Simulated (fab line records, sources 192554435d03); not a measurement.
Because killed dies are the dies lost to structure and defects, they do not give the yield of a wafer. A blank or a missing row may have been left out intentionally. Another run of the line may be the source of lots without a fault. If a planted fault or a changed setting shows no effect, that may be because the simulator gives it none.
Which tool did it?    flow n5_finfet    18 wafers from 6 lots sampled at 4 of the route's 1938 steps

## WHAT EACH GAUGE READ, for each wafer
N5_FIN_SAQP_CD_MEAS_16: target cd 35.6 nm.
lot   measured     on         cd_nm (nm)
L183  day 2 15:18  cd_sem-01  35.7 35.1 35.7
L186  day 3 09:49  cd_sem-02  35.7 35.9 34.9
L195  day 5 15:40  cd_sem-02  35.4 36.2 35.3
L198  day 6 09:36  cd_sem-02  35.5 36.0 35.8
L201  day 7 05:39  cd_sem-03  35.5 35.7 36.0
L203  day 7 16:35  cd_sem-01  35.4 35.9 35.4

## TOOL THAT RAN EACH LOT (tool first, then ch and the chambers of the sampled wafers, then the start)
lot   N5_PMOS_HMC_CHANNEL_EPI_HM_OPEN_15  N5_PMOS_HMC_CHANNEL_EPI_EPI_26  N5_FIN_SAQP_COAT_50
L183  rie_diel-04 ch 2,3, day 2 11:18     epi_rpcvd-04 ch 0, day 2 13:38  litho_track-05 ch 0, day 2 15:04
L186  rie_diel-05 ch 1,2,3, day 3 05:38   epi_rpcvd-04 ch 0, day 3 08:08  litho_track-02 ch 0, day 3 09:34
L195  rie_diel-05 ch 0,2,3, day 5 11:29   epi_rpcvd-01 ch 0, day 5 13:47  litho_track-02 ch 0, day 5 15:25
L198  rie_diel-03 ch 0,1,2, day 6 05:31   epi_rpcvd-01 ch 0, day 6 07:57  litho_track-03 ch 0, day 6 09:14
L201  rie_diel-04 ch 2,3, day 6 23:29     epi_rpcvd-01 ch 0, day 7 02:45  litho_track-05 ch 0, day 7 05:17
L203  rie_diel-05 ch 0,3, day 7 12:18     epi_rpcvd-04 ch 0, day 7 14:50  litho_track-03 ch 0, day 7 16:20
- N5_PMOS_HMC_CHANNEL_EPI_HM_OPEN_15: chemistry CHF3/O2, target SiO2, target depth 40.6 nm, time 20.3 s.
- N5_PMOS_HMC_CHANNEL_EPI_EPI_26: deposits Si from SiH4/H2, target thk 3.8 nm, time 22.7 s.
- N5_FIN_SAQP_COAT_50: time 60 s, resist thk 35 nm.

## THE ANSWER, worked out from the rows above alone
Rule: what is usual is taken from the lots themselves. The widest of any qualifying gaps counts: lots, ordered by their means at a reading, are off when they make up no more than a third of the lots, leave a main group of 4 or more, and stand apart from it by 3 or more times the standard deviation of that group's means. A main group whose means are all the same, to the digits that the tables above print for the reading, isn't used. Also off: a lot with no number at a reading for which 4 or more lots have one. All remaining lots with rows at the step are treated as sound.
No lot is off on any of the readings shown, so nothing can be concluded from this.

## WHAT THE SIMULATOR PUT IN
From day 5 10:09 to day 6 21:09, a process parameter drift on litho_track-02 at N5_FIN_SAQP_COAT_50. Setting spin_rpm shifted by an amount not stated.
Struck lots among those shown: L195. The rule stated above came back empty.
